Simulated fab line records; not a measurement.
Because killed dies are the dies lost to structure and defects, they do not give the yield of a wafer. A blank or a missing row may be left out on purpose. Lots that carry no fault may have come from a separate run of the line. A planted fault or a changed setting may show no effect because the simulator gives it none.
Split-lot experiment | flow n5 finfet | 21 wafers read from 7 lots, route of 1938 steps

## SPLIT DETAILS
At N5_FIN_SAQP_PECVD_48 (deposits SiNx from SiH4/NH3/N2, target thk 25 nm, time 22.1 s), the setting time s was moved away from the recipe's 22.1 s on 3 of the 21 wafers read, by -13.6% to +4.0%. The other wafers ran this setting at the recipe's value.

## FROM THE SPLIT TO THE READING: what the file shows between them, 4 steps
- N5_FIN_SAQP_PEB_14: peb time 60 s (also split here: peb time s)
- N5_FIN_SAQP_DEVELOP_15: develop time 30 s
- N5_FIN_SAQP_CD_MEAS_16: target cd 35.6 nm
- N5_FIN_SAQP_MANDREL1_REMOVE_56: chemistry HBr/Cl2/O2, target a-Si, stops on SiNx, bt time 10 s

## THE READING
etch.depth nm (the simulator's own value, which no gauge read), in nm, at N5_FIN_SAQP_ETCH_57 (etches SiNx in CH3F/O2, target depth 32.5 nm, time 46.4 s). There is no usual value for it anywhere in the file. Here, 18 wafers ran the recipe; their average is 25.05 nm with a standard deviation of 0.3 nm.

wafer  | tool, chamber at the split | time s as run, s | against the recipe | etch.depth nm, nm | against lot-mates on the recipe
L074.1 | pecvd-04, 2                | 22.1             | recipe             | 25.1              | -
L074.2 | pecvd-04, 0                | 22.1             | recipe             | 24.95             | -
L074.5 | pecvd-04, 1                | 22.1             | recipe             | 25.6              | -
L076.1 | pecvd-04, 1                | 22.1             | recipe             | 24.88             | -
L076.4 | pecvd-04, 1                | 22.98            | +4.0%              | 26.38             | +1.55
L076.5 | pecvd-04, 0                | 22.1             | recipe             | 24.77             | -
L079.2 | pecvd-04, 0                | 20.23            | -8.5%              | 22.54             | -2.39
L079.3 | pecvd-04, 2                | 22.1             | recipe             | 24.86             | -
L079.5 | pecvd-04, 1                | 22.1             | recipe             | 25                | -
L086.2 | pecvd-01, 2                | 22.1             | recipe             | 24.54             | -
L086.3 | pecvd-01, 0                | 19.09            | -13.6%             | 21.22             | -3.63
L086.5 | pecvd-01, 2                | 22.1             | recipe             | 25.16             | -
L087.1 | pecvd-01, 1                | 22.1             | recipe             | 25.41             | -
L087.2 | pecvd-01, 0                | 22.1             | recipe             | 24.94             | -
L087.6 | pecvd-01, 2                | 22.1             | recipe             | 25.48             | -
L090.3 | pecvd-01, 0                | 22.1             | recipe             | 24.82             | -
L090.5 | pecvd-01, 0                | 22.1             | recipe             | 24.98             | -
L090.6 | pecvd-01, 1                | 22.1             | recipe             | 25.5              | -
L094.1 | pecvd-02, 1                | 22.1             | recipe             | 24.53             | -
L094.3 | pecvd-02, 0                | 22.1             | recipe             | 25.3              | -
L094.6 | pecvd-02, 1                | 22.1             | recipe             | 25.14             | -

FIT RESULTS
A straight line over all 21 wafers: etch.depth nm changes by +0.289 nm for each +1% of time s; r = +0.96; the points scatter about the line by 0.3 nm.
The same after taking each lot's own level away (the mean of its wafers on the recipe; 21 wafers): +0.28 nm for each +1%; r = +0.97; scatter 0.27 nm.
The reading moves by 3.8 nm for the largest change in time s, on that fit.
Measured against the standard deviation above, the lots' own levels, which go from 24.825 to 25.277 nm, span 1.5 times it.
The two slopes are in agreement: the lot-to-lot level therefore moves the slope only a little.
Check: with one of the wafers moved furthest among these (-13.6%) left out of the fit, the line predicts -4.11 nm for it against its lot-mates. It came out at -3.63 nm against them.

## FURTHER SPLITS ON THESE WAFERS
Before the reading, these wafers also passed through other splits. Each is held against what the fit with the lots' levels taken away leaves over:
other split on the same wafers                    | wafers away from the commonest value | r with etch.depth nm (lot level and that fit taken away)
N5_ZERO_LAYER_PECVD_02 time s                     | 7                                    | +0.19
N5_ZERO_LAYER_EXPOSE_08 dose mj                   | 6                                    | -0.24
N5_PMOS_HMC_CHANNEL_EPI_PEB_07 peb temp c         | 6                                    | -0.10
N5_PMOS_HMC_CHANNEL_EPI_DEVELOP_08 develop time s | 3                                    | +0.21
N5_FIN_SAQP_PEB_14 peb time s                     | 7                                    | +0.08

## THE WHOLE CHAIN: every reading that the file lists as answering this split, in the file's order
step                 | what it does                                                  | reading                                                                           | change (the file's fit)               | r (the file's)
N5_FIN_SAQP_PECVD_48 | deposits SiNx from SiH4/NH3/N2, target thk 25 nm, time 22.1 s | SiNx_of_FIN_SAQP_PECVD_48.thk nm (the simulator's own value, which no gauge read) | +0.278 nm for each +1% of the setting | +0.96
N5_FIN_SAQP_ETCH_57  | etches SiNx in CH3F/O2, target depth 32.5 nm, time 46.4 s     | etch rf on time s                                                                 | withheld for each +1% of the setting  | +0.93
N5_FIN_SAQP_ETCH_57  | etches SiNx in CH3F/O2, target depth 32.5 nm, time 46.4 s     | etch.depth nm (the simulator's own value, which no gauge read)                    | +0.278 nm for each +1% of the setting | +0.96

## FILE'S OWN FIT
etch.depth nm changes by +0.278 nm for each +1% of time s, r = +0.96.
